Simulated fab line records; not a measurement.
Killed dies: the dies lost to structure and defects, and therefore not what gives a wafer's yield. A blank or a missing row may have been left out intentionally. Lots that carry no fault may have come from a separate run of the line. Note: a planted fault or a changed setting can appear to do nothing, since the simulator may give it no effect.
The tool behind it: which one? | flow n5 finfet | 10 lots with 30 wafers sampled at 5 steps, on a route of 1938 steps

## WHAT EACH GAUGE READ, for each wafer
N5_WELL_APT_CD_MEAS_25: the cd target is 200 nm. Usual: cd nm reads 200.0 nm (standard deviation 2.9).
lot  | measured    | on        | cd nm (nm)        | flag
L499 | day 2 21:08 | cd sem-01 | 200.0 197.2 198.8 |
L501 | day 3 09:06 | cd sem-02 | 199.4 201.9 203.3 |
L505 | day 4 08:49 | cd sem-03 | 198.3 198.5 195.4 |
L506 | day 4 15:03 | cd sem-03 | 203.3 199.5 202.7 |
L507 | day 4 21:12 | cd sem-01 | 199.2 196.7 198.7 |
L510 | day 5 15:03 | cd sem-02 | 198.1 198.0 194.4 |
L511 | day 5 21:18 | cd sem-01 | 200.2 199.5 201.7 |
L512 | day 6 03:39 | cd sem-03 | 199.6 199.6 196.7 |
L513 | day 6 08:56 | cd sem-01 | 205.5 202.1 203.2 |
L516 | day 7 03:05 | cd sem-02 | 204.8 200.8 202.8 |

N5_BEOL_M4_RC_MEAS_101. Usual: DIBL_N 36.1 mV/V, standard deviation 2.5; DIBL_P 36 mV/V, standard deviation 3.3; IOFF_N 0.16 nA/um, standard deviation 0.046; IOFF_P 0.20 nA/um, standard deviation 0.051; ION_N 676 uA/um, standard deviation 16; ION_P 462 uA/um, standard deviation 11; SS_N 71.6 mV/dec, standard deviation 0.87; SS_P 73.2 mV/dec, standard deviation 0.86; VT_N 251 mV, standard deviation 4.4; VT_P -252 mV, standard deviation 4.6.
lot  | measured     | on        | DIBL_N (mV/V)  | DIBL_P (mV/V) | IOFF_N (nA/um) | IOFF_P (nA/um) | ION_N (uA/um) | ION_P (uA/um) | SS_N (mV/dec)  | SS_P (mV/dec)  | VT_N (mV)   | VT_P (mV)      | flag
L499 | day 10 11:51 | prober-01 | 30.8 40.7 33.8 | 30 41 34      | 0.09 0.24 0.12 | 0.15 0.31 0.19 | 661 677 672   | 461 462 464   | 69.9 73.5 71.3 | 72.2 75.1 72.9 | 257 246 254 | -253 -247 -251 |
L501 | day 10 19:55 | prober-01 | 33.5 36.6 35.9 | 33 37 36      | 0.12 0.17 0.15 | 0.16 0.22 0.19 | 688 677 699   | 473 462 472   | 70.3 72.3 71.2 | 72.1 73.1 72.9 | 253 247 251 | -253 -251 -251 |
L505 | day 12 06:24 | prober-02 | 39.0 34.0 33.2 | 35 30 29      | 0.18 0.10 0.10 | 0.17 0.12 0.11 | 661 657 666   | 443 450 447   | 73.2 70.7 70.3 | 73.4 72.7 71.5 | 254 258 260 | -253 -259 -262 |
L506 | day 12 06:50 | prober-01 | 35.4 34.7 36.0 | 35 36 37      | 0.18 0.17 0.18 | 0.18 0.21 0.22 | 668 690 692   | 453 474 468   | 72.7 71.2 71.7 | 72.9 73.4 73.0 | 246 245 246 | -251 -249 -250 |
L507 | day 12 11:47 | prober-01 | 37.9 32.9 34.2 | 39 34 35      | 0.20 0.12 0.15 | 0.21 0.15 0.17 | 692 668 681   | 461 452 455   | 72.2 70.1 70.8 | 73.8 73.0 72.6 | 244 252 246 | -251 -255 -253 |
L510 | day 13 11:35 | prober-02 | 33.7 31.6 34.4 | 31 31 32      | 0.11 0.10 0.14 | 0.13 0.13 0.15 | 662 674 685   | 456 461 461   | 71.3 70.2 71.9 | 72.1 72.6 72.2 | 256 253 252 | -256 -254 -253 |
L511 | day 13 19:27 | prober-01 | 35.8 36.5 39.0 | 34 36 38      | 0.13 0.13 0.18 | 0.16 0.18 0.20 | 680 673 680   | 465 463 457   | 71.4 71.2 72.0 | 72.1 73.1 73.3 | 253 254 252 | -253 -251 -252 |
L512 | day 13 20:38 | prober-02 | 33.8 32.8 33.2 | 32 30 29      | 0.11 0.10 0.10 | 0.16 0.13 0.12 | 661 663 655   | 460 457 446   | 70.5 70.5 71.1 | 72.4 72.3 71.8 | 252 254 255 | -251 -259 -258 |
L513 | day 14 01:21 | prober-01 | 35.2 33.2 34.9 | 35 31 33      | 0.13 0.10 0.13 | 0.20 0.14 0.18 | 672 647 664   | 473 452 461   | 71.3 71.0 71.7 | 72.6 72.2 72.7 | 253 258 255 | -252 -257 -252 |
L516 | day 15 02:44 | prober-01 | 40.5 39.1 35.2 | 40 40 34      | 0.22 0.21 0.11 | 0.27 0.30 0.19 | 656 690 630   | 451 481 447   | 73.0 72.1 70.9 | 73.8 74.3 72.7 | 252 248 256 | -249 -245 -251 |

## EACH LOT AND THE TOOL THAT RAN IT (in order: tool; ch and the chambers of the sampled wafers; start)
lot  | N5_ZERO_LAYER_DESCUM_16           | N5_PMOS_HMC_CHANNEL_EPI_COAT_31  | N5_PMOS_HMC_CHANNEL_EPI_STRIP_33
L499 | rie diel-04 ch 1,3, day 2 18:48   | litho track-05 ch 0, day 2 23:48 | rie diel-01 ch 0,1,2, day 3 00:31
L501 | rie diel-06 ch 0,2, day 3 06:58   | litho track-05 ch 0, day 3 11:11 | rie diel-01 ch 0,2,3, day 3 11:38
L505 | rie diel-06 ch 0,2,3, day 4 06:48 | litho track-02 ch 0, day 4 10:38 | rie diel-01 ch 0,1,3, day 4 11:11
L506 | rie diel-04 ch 0,2,3, day 4 13:01 | litho track-04 ch 0, day 4 16:53 | rie diel-01 ch 0,2,3, day 4 17:20
L507 | rie diel-01 ch 0,2,3, day 4 18:42 | litho track-02 ch 0, day 4 23:01 | rie diel-06 ch 2,3, day 4 23:29
L510 | rie diel-01 ch 0,2, day 5 12:48   | litho track-05 ch 0, day 5 17:02 | rie diel-06 ch 0,1,3, day 5 17:37
L511 | rie diel-04 ch 1,2,3, day 5 18:41 | litho track-02 ch 0, day 5 23:07 | rie diel-04 ch 1,2,3, day 5 23:41
L512 | rie diel-01 ch 0,1,2, day 6 01:04 | litho track-02 ch 0, day 6 05:37 | rie diel-04 ch 1,2, day 6 06:04
L513 | rie diel-04 ch 0,2,3, day 6 06:48 | litho track-02 ch 0, day 6 11:27 | rie diel-06 ch 0,1,2, day 6 12:01
L516 | rie diel-01 ch 1,2, day 7 00:48   | litho track-04 ch 0, day 7 05:25 | rie diel-04 ch 0,1,2, day 7 06:17
- N5_ZERO_LAYER_DESCUM_16: chemistry O2, time 7.9 s.
- N5_PMOS_HMC_CHANNEL_EPI_COAT_31: time 60 s, resist thk 66 nm.
- N5_PMOS_HMC_CHANNEL_EPI_STRIP_33: strips in N2/H2.

## AS READ BY THE TOOLS THEMSELVES (means over the sampled wafers that have a number; for cases with no such wafer, the mark the record gives instead)
N5_ZERO_LAYER_DESCUM_16. Usual: drypump motor current A 5.4 A, standard deviation 0.32; oes product au 0.77 a.u., standard deviation 0.084; rf vpp V 243.3 V, standard deviation 1.2; showerhead plenum p Torr 2.10 Torr, standard deviation 0.06; throttle valve pct 20.47 %, standard deviation 0.26.
lot  | tool        | drypump motor current A (A) | oes product au (a.u.) | rf vpp V (V) | showerhead plenum p Torr (Torr) | throttle valve pct (%) | flag
L499 | rie diel-04 | 5.3                         | 0.70                  | 243.1        | 2.10                            | 20.61                  |
L501 | rie diel-06 | 5.4                         | 0.82                  | 243.1        | 2.06                            | 20.59                  |
L505 | rie diel-06 | 5.2                         | 0.81                  | 242.1        | 2.07                            | 20.42                  |
L506 | rie diel-04 | 5.3                         | 0.73                  | 243.3        | 2.08                            | 20.53                  |
L507 | rie diel-01 | 5.6                         | 0.83                  | 242.2        | 2.09                            | 20.28                  |
L510 | rie diel-01 | 5.9                         | 0.75                  | 242.7        | 2.08                            | 20.34                  |
L511 | rie diel-04 | 5.5                         | 0.71                  | 242.7        | 2.07                            | 20.53                  |
L512 | rie diel-01 | 5.8                         | 0.78                  | 244.3        | 2.12                            | 20.38                  |
L513 | rie diel-04 | 5.3                         | 0.71                  | 243.9        | 2.07                            | 20.54                  |
L516 | rie diel-01 | 5.3                         | 0.84                  | 244.4        | 2.13                            | 20.37                  |

N5_PMOS_HMC_CHANNEL_EPI_COAT_31. Usual: spin speed rpm reads 1500.1 rpm (standard deviation 1).
lot  | tool           | spin speed rpm (rpm) | flag
L499 | litho track-05 | 1499.7               |
L501 | litho track-05 | 1500.8               |
L505 | litho track-02 | 1501.3               |
L506 | litho track-04 | 1500.9               |
L507 | litho track-02 | 1500.5               |
L510 | litho track-05 | 1500.3               |
L511 | litho track-02 | 1535.9               | OFF
L512 | litho track-02 | 1536.3               | OFF
L513 | litho track-02 | 1535.6               | OFF
L516 | litho track-04 | 1500.7               |

N5_PMOS_HMC_CHANNEL_EPI_STRIP_33. Usual: drypump motor current A 5.5 A (standard deviation 0.38); h2 flow sccm 300.1 sccm (standard deviation 0.95); oes product au 0.78 a.u. (standard deviation 0.084); power w 499.7 W (standard deviation 1.4); rf vpp V 54.4 V (standard deviation 1.5); showerhead plenum p Torr 3.38 Torr (standard deviation 0.095); throttle valve pct 19.1 % (standard deviation 0.44).
lot  | tool        | drypump motor current A (A) | h2 flow sccm (sccm) | oes product au (a.u.) | power w (W) | rf vpp V (V) | showerhead plenum p Torr (Torr) | throttle valve pct (%) | flag
L499 | rie diel-01 | 5.7                         | 300.4               | 0.81                  | 500.3       | 55.3         | 3.40                            | 19.1                   |
L501 | rie diel-01 | 5.6                         | 299.9               | 0.84                  | 499.7       | 54.2         | 3.37                            | 19.1                   |
L505 | rie diel-01 | 5.8                         | 300.0               | 0.78                  | 498.5       | 54.5         | 3.40                            | 19.0                   |
L506 | rie diel-01 | 5.6                         | 300.9               | 0.82                  | 499.8       | 55.6         | 3.37                            | 19.1                   |
L507 | rie diel-06 | 5.2                         | 300.4               | 0.85                  | 499.3       | 53.2         | 3.40                            | 18.5                   |
L510 | rie diel-06 | 5.4                         | 300.4               | 0.74                  | 501.4       | 52.5         | 3.28                            | 19.1                   |
L511 | rie diel-04 | 5.5                         | 300.3               | 0.72                  | 500.6       | 52.6         | 3.33                            | 19.2                   |
L512 | rie diel-04 | 5.6                         | 300.2               | 0.73                  | 499.2       | 54.2         | 3.36                            | 19.0                   |
L513 | rie diel-06 | 5.5                         | 300.4               | 0.78                  | 499.5       | 53.8         | 3.31                            | 18.9                   |
L516 | rie diel-04 | 5.5                         | 299.1               | 0.72                  | 498.7       | 53.9         | 3.38                            | 19.2                   |

## THE ANSWER, worked out from the rows above alone
Rule: lot off if the mean of its wafers having a number is beyond 3 standard deviations from the usual mean. A lot without any number at a reading at which 4 lots or more have one is off too. The other lots that the step has rows for count as sound. First the gauges in route order, then the tools' own readings, where a lot's mean is used as printed above. At the first step where some lot is off, the reading lying furthest off is the one used; lots without a number count as furthest.
Off: L511, L512, L513, at N5_PMOS_HMC_CHANNEL_EPI_COAT_31 (spin speed rpm).
A tool fits if, at that step or a process step before it, it ran every lot that is off, and no sound lot after the first of them. One candidate fits, namely litho track-02 at N5_PMOS_HMC_CHANNEL_EPI_COAT_31. A fault onset in the window from L507 (day 4 23:01, its last sound lot) to L511 (day 5 23:07, its first lot off) fits.
On the lots that are off, the tool's own readings at N5_PMOS_HMC_CHANNEL_EPI_COAT_31 differ by more than 5 times the standard deviation of the sound lots' means, which bears it out; spin speed rpm reads 1535.9 rpm there versus 1500.6 rpm on the sound lots.

## WHAT THE SIMULATOR HAD PUT IN
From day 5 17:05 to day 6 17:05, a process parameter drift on litho track-02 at N5_PMOS_HMC_CHANNEL_EPI_COAT_31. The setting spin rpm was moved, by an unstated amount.
Lots struck among those shown: L511, L512, L513. Same finding as the rule above.
